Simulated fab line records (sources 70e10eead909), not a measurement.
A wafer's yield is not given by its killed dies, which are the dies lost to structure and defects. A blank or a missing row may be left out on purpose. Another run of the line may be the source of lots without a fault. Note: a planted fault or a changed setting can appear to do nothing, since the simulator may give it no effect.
Which of the tools did it? | flow nand-harc | Sampling: 14 lots, 42 wafers, 3 of 1159 route steps

== WHAT EACH GAUGE READ, for each wafer ==
NHARC_P_M2_INSPECT_27. Usual: raw-defect-count 334, standard deviation 110.
lot  | measured     | on                | raw-defect-count | flag
L251 | day 6 13:07  | defect-inspect-02 | 398 412 363      |
L250 | day 6 18:51  | defect-inspect-01 | 292 495 523      |
L252 | day 7 00:03  | defect-inspect-02 | 280 193 327      |
L253 | day 7 00:22  | defect-inspect-02 | 254 435 180      |
L255 | day 7 06:39  | defect-inspect-01 | 279 441 210      |
L256 | day 7 20:16  | defect-inspect-01 | 196 272 413      |
L257 | day 8 10:53  | defect-inspect-01 | 487 349 496      |
L259 | day 8 12:51  | defect-inspect-01 | 282 270 212      |
L262 | day 9 16:11  | defect-inspect-02 | 289 858 495      |
L270 | day 10 22:26 | defect-inspect-02 | 205 261 339      |
L269 | day 10 23:29 | defect-inspect-01 | 456 331 281      |
L271 | day 11 12:21 | defect-inspect-01 | 345 488 530      |
L272 | day 11 12:40 | defect-inspect-01 | 352 337 166      |
L273 | day 12 05:17 | defect-inspect-02 | 245 273 396      |

NHARC_P_BONDPAD_CD_MEAS_13. Usual: cd-nm 498.0 nm, standard deviation 2.5.
lot  | measured     | on        | cd-nm (nm)        | flag
L251 | day 6 15:35  | cd-sem-03 | 504.2 501.8 497.0 |
L250 | day 6 21:20  | cd-sem-01 | 497.5 493.0 498.4 |
L252 | day 7 02:26  | cd-sem-03 | 495.0 497.5 499.8 |
L253 | day 7 02:58  | cd-sem-01 | 496.7 498.9 496.9 |
L255 | day 7 08:58  | cd-sem-03 | 496.5 494.2 499.5 |
L256 | day 7 22:37  | cd-sem-02 | 502.1 499.8 496.1 |
L257 | day 8 13:11  | cd-sem-02 | 496.6 496.5 496.7 |
L259 | day 8 15:10  | cd-sem-02 | 502.7 498.5 497.3 |
L262 | day 9 18:22  | cd-sem-02 | 503.8 498.2 497.3 |
L270 | day 11 00:49 | cd-sem-02 | 495.5 497.4 493.8 |
L269 | day 11 02:09 | cd-sem-01 | 498.3 499.3 496.4 |
L271 | day 11 14:43 | cd-sem-02 | 492.9 498.7 495.7 |
L272 | day 11 14:52 | cd-sem-02 | 503.8 497.3 502.2 |
L273 | day 12 07:28 | cd-sem-03 | 499.0 500.0 501.7 |

== WHAT TOOL EACH LOT RAN ON (gives the tool, then ch and the chambers of the sampled wafers, and finally the start) ==
lot  | NHARC_P_BONDPAD_ETCH_37
L251 | rie-diel-01 ch 0,1, day 6 15:17
L250 | rie-diel-08 ch 0,1,2, day 6 21:05
L252 | rie-diel-08 ch 0,2,3, day 7 02:12
L253 | rie-diel-08 ch 0,2,3, day 7 02:42
L255 | rie-diel-06 ch 2,3, day 7 08:45
L256 | rie-diel-06 ch 0,1,3, day 7 22:23
L257 | rie-diel-06 ch 1,3, day 8 12:58
L259 | rie-diel-06 ch 0,1,3, day 8 14:58
L262 | rie-diel-06 ch 0,1,3, day 9 18:09
L270 | rie-diel-01 ch 1,2,3, day 11 00:35
L269 | rie-diel-01 ch 1,3, day 11 01:40
L271 | rie-diel-08 ch 0,1,3, day 11 14:29
L272 | rie-diel-06 ch 0,1,3, day 11 14:38
L273 | rie-diel-08 ch 2,3, day 12 07:14
- NHARC_P_BONDPAD_ETCH_37: etches the open film in N2/H2, target depth 60 nm, overetch 18 nm, time 65.91 s.

== WHAT THE TOOLS THEMSELVES READ (means of the sampled wafers that have a number; where no wafer has one, the mark that the record gives instead) ==
NHARC_P_BONDPAD_ETCH_37. Usual: drypump-motor-current-A is 5.8 A with standard deviation 0.57, n2-flow-sccm is 150.0 sccm with standard deviation 0.45, oes-product-au is 1.003 a.u. with standard deviation 0.015, rf-vpp-V is 430.1 V with standard deviation 2.9, run-length-s is 87.2 s with standard deviation 0.47, showerhead-plenum-p-Torr is 2.03 Torr with standard deviation 0.1, and throttle-valve-pct is 14.172 % with standard deviation 0.0087.
lot  | tool        | drypump-motor-current-A (A) | n2-flow-sccm (sccm) | oes-product-au (a.u.) | rf-vpp-V (V) | run-length-s (s) | showerhead-plenum-p-Torr (Torr) | throttle-valve-pct (%) | flag
L251 | rie-diel-01 | 5.6                         | 150.2               | 0.990                 | 426.2        | 86.8             | 1.89                            | 14.173                 |
L250 | rie-diel-08 | 6.2                         | 150.0               | 1.010                 | 430.4        | 87.0             | 2.05                            | 14.171                 |
L252 | rie-diel-08 | 6.3                         | 149.6               | 1.018                 | 430.1        | 87.1             | 2.04                            | 14.170                 |
L253 | rie-diel-08 | 6.3                         | 150.0               | 1.018                 | 431.2        | 87.4             | 2.04                            | 14.172                 |
L255 | rie-diel-06 | 6.1                         | 149.6               | 1.004                 | 428.4        | 87.1             | 1.99                            | 14.168                 |
L256 | rie-diel-06 | 5.3                         | 150.0               | 0.999                 | 430.7        | 87.3             | 2.05                            | 14.171                 |
L257 | rie-diel-06 | 5.4                         | 150.0               | 0.996                 | 433.6        | 87.2             | 2.13                            | 14.178                 |
L259 | rie-diel-06 | 5.3                         | 149.9               | 1.002                 | 429.9        | 87.5             | 2.05                            | 14.175                 |
L262 | rie-diel-06 | 5.3                         | 149.6               | 1.000                 | 430.7        | 87.3             | 2.05                            | 14.166                 |
L270 | rie-diel-01 | 5.5                         | 150.4               | 0.980                 | 433.8        | 69.6             | 2.17                            | 14.175                 | OFF
L269 | rie-diel-01 | 5.1                         | 150.1               | 0.982                 | 434.8        | 69.2             | 2.16                            | 14.171                 | OFF
L271 | rie-diel-08 | 6.2                         | 149.8               | 1.017                 | 429.5        | 87.1             | 1.99                            | 14.172                 |
L272 | rie-diel-06 | 5.3                         | 149.7               | 1.010                 | 431.3        | 87.6             | 2.05                            | 14.167                 |
L273 | rie-diel-08 | 6.3                         | 150.3               | 1.007                 | 430.3        | 86.7             | 2.03                            | 14.165                 |

== THE ANSWER, worked out from the rows above alone ==
Rule: take the mean of a lot's wafers that have a number; if it is more than 3 standard deviations from the usual mean, the lot is off. Also off: a lot with no number at a reading for which 4 or more lots have one. Any other lot the step has rows for is counted as sound. After the gauges, taken in route order, come the tools' own readings; for these a lot's mean is taken, as printed above. The first step at which some lot is off is used, and at that step the reading that is off furthest; a lot without a number counts as furthest.
Off at NHARC_P_BONDPAD_ETCH_37 (run-length-s): L270, L269.
A tool fits if, at that step or a process step before it, it ran every lot that is off, and no sound lot after the first of them. One fits: rie-diel-01 at NHARC_P_BONDPAD_ETCH_37. Its last sound lot is L251 (day 6 15:17), its first lot that is off L270 (day 11 00:35): a fault that began between those two fits.
The tool's own readings at NHARC_P_BONDPAD_ETCH_37 bear it out: on the lots that are off they differ by more than 5 times the standard deviation of the sound lots' means. run-length-s reads 69.4 s there against 87.2 s on the sound lots.

== WHAT THE SIMULATOR PUT IN ==
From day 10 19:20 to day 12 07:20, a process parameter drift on rie-diel-01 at NHARC_P_BONDPAD_ETCH_37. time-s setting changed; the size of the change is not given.
Shown lots that were struck: L270, L269. This agrees with what the rule above found.
